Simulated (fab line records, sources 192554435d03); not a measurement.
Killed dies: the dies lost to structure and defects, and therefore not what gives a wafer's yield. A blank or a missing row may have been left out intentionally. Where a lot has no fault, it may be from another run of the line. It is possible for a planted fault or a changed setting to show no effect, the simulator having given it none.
Split-lot trial ; flow n5Finfet ; route with 1938 steps; 7 lots, 21 wafers read

THE SPLIT ITSELF
At N5_BEOL_M4_EXPOSE_25 (exposes mask V3, defocus 5 nm), the setting doseMj was moved away from the recipe's 63 on 7 of the 21 wafers read, by -6.2% to +6.8%. This setting was run at the recipe's value on the other wafers.

FROM THE SPLIT TO THE READING: what the file shows between them, 2 steps
- N5_BEOL_M4_PEB_26: peb time 60 s
- N5_BEOL_M4_DEVELOP_27: develop time 30 s

THE READING
cdNm, in nm, at N5_BEOL_M4_CD_MEAS_28 (target cd 26.2 nm, target cd y 24.1 nm). A value of 26.19 nm with a standard deviation of 0.23 nm is what fault-free wafers of this fab line usually give.

wafer;tool, chamber at the split;doseMj as run;against the recipe;cdNm, nm;against lot-mates on the recipe
L074.1;euvScanner-01, 0;63;recipe;26.34;-
L074.4;euvScanner-01, 0;63;recipe;26.31;-
L074.5;euvScanner-01, 0;63;recipe;26.35;-
L080.2;euvScanner-01, 0;63;recipe;26.44;-
L080.4;euvScanner-01, 0;67.31;+6.8%;27.19;+0.75
L080.5;euvScanner-01, 0;67.31;+6.8%;27.59;+1.15
L081.2;euvScanner-01, 0;66.69;+5.9%;27.62;+1.38
L081.5;euvScanner-01, 0;63;recipe;26.26;-
L081.6;euvScanner-01, 0;63;recipe;26.23;-
L085.3;euvScanner-01, 0;66.46;+5.5%;27.00;+0.70
L085.4;euvScanner-01, 0;63;recipe;26.24;-
L085.6;euvScanner-01, 0;63;recipe;26.37;-
L087.1;euvScanner-02, 0;63;recipe;26.07;-
L087.2;euvScanner-02, 0;63;recipe;25.89;-
L087.4;euvScanner-02, 0;63;recipe;26.00;-
L091.1;euvScanner-02, 0;63;recipe;26.33;-
L091.2;euvScanner-02, 0;59.11;-6.2%;24.95;-1.38
L091.6;euvScanner-02, 0;59.11;-6.2%;25.31;-1.02
L095.2;euvScanner-01, 0;67.19;+6.7%;27.43;+1.37
L095.3;euvScanner-01, 0;63;recipe;26.18;-
L095.6;euvScanner-01, 0;63;recipe;25.95;-

THE FIT
A straight line over all 21 wafers: cdNm changes by +0.18 nm for each +1% of doseMj; r = +0.96; the points scatter about the line by 0.19 nm.
The same after taking each lot's own level away (the mean of its wafers on the recipe; 21 wafers): +0.177 nm for each +1%; r = +0.97; scatter 0.17 nm.
That fit puts the effect of the largest move of doseMj on the reading at 1.2 nm.
The span of the lots' own levels, 25.987 to 26.440 nm, comes to 2.0 times the standard deviation stated above.
The two slopes are in agreement: the lot-to-lot level therefore moves the slope only a little.
Check: +1.28 nm against its lot-mates is what the line predicts for one of the wafers moved furthest among these (+6.8%) when that wafer is left out of the fit. Against them it came out at +0.75 nm.

FURTHER SPLITS ON THESE WAFERS
Note: prior to the reading, these wafers also went through further splits. Each is held against what the fit with the lots' levels taken away leaves over:
other split on the same wafers;wafers away from the commonest value;r with cdNm (lot level and that fit taken away)
N5_BEOL_M4_DESCUM_16 timeS;7;-0.18

FILE'S OWN FIT
cdNm changes by +0.18 nm for each +1% of doseMj, r = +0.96.
